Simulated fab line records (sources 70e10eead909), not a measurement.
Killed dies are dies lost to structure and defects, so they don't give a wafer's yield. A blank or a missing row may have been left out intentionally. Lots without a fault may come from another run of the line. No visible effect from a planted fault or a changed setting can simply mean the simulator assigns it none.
The tool behind it: which one?    flow nand harc    6 lots with 18 wafers sampled at 5 steps, on a route of 1302 steps

## WHAT THE GAUGES SHOWED, per wafer
NHARC_END_SORT_01.
lot   measured      on         killed at array
L138  day 26 18:13  prober-02  40 46 41
L145  day 28 22:02  prober-01  673 673 674
L153  day 33 02:47  prober-01  50 65 60

## WHICH TOOL RAN EACH LOT (tool, then ch and the chambers of the sampled wafers, then the start)
lot   NHARC_A_CONTACT_DESCUM_74           NHARC_A_CONTACT_ETCH_124              NHARC_A_CONTACT_ETCH_125              NHARC_A_CONTACT_ETCH_126
L134  rie diel-12 ch 0,1,2, day 22 16:28  har cap etch-03 ch 0,1, day 22 18:08  har cap etch-03 ch 0,1, day 22 18:20  har cap etch-03 ch 0,1, day 22 18:31
L138  rie diel-12 ch 0,2,3, day 24 04:43  har cap etch-03 ch 0,1, day 24 06:15  har cap etch-03 ch 0,1, day 24 06:27  har cap etch-03 ch 0,1, day 24 06:38
L145  rie diel-10 ch 2,3, day 26 10:37    har cap etch-02 ch 0,1, day 26 12:15  har cap etch-02 ch 0,1, day 26 12:26  har cap etch-02 ch 0,1, day 26 12:37
L152  rie diel-13 ch 1,2, day 29 22:11    har cap etch-01 ch 0,1, day 29 23:47  har cap etch-01 ch 0,1, day 29 23:59  har cap etch-01 ch 0,1, day 30 00:10
L153  rie diel-13 ch 0,2,3, day 30 13:57  har cap etch-01 ch 0,1, day 30 15:32  har cap etch-01 ch 0,1, day 30 15:43  har cap etch-01 ch 0,1, day 30 15:54
L155  rie diel-12 ch 0,2,3, day 31 20:19  har cap etch-03 ch 0,1, day 31 21:51  har cap etch-03 ch 0,1, day 31 22:03  har cap etch-03 ch 0,1, day 31 22:14
- NHARC_A_CONTACT_DESCUM_74: chemistry O2, time 3 s.
- NHARC_A_CONTACT_ETCH_124: etches the open film in C4F8/O2/Ar, time 140 s, target depth 700 nm.
- NHARC_A_CONTACT_ETCH_125: etches the open film in C4F8/O2/Ar, time 197 s, target depth 1918 nm.
- NHARC_A_CONTACT_ETCH_126: etches the open film in C4F8/O2/Ar, time 197 s, target depth 1918 nm.

## THE ANSWER, worked out from the rows above alone
Rule: usual is defined by the lots themselves. Put in order of their means at a reading, lots are off if they are a third of the lots or fewer, leave a main group of 4 or more, and stand apart from it by a gap of 3 or more times the standard deviation of the main group's means; of several such gaps the widest counts. A main group is skipped when, at the precision printed for the reading in the tables above, its means are all equal. A lot without any number at a reading at which 4 lots or more have one is off too. Any other lot the step has rows for is counted as sound.
No lot is off on any of the readings shown, so nothing can be concluded from this.

## WHAT THE SIMULATOR HAD INSERTED
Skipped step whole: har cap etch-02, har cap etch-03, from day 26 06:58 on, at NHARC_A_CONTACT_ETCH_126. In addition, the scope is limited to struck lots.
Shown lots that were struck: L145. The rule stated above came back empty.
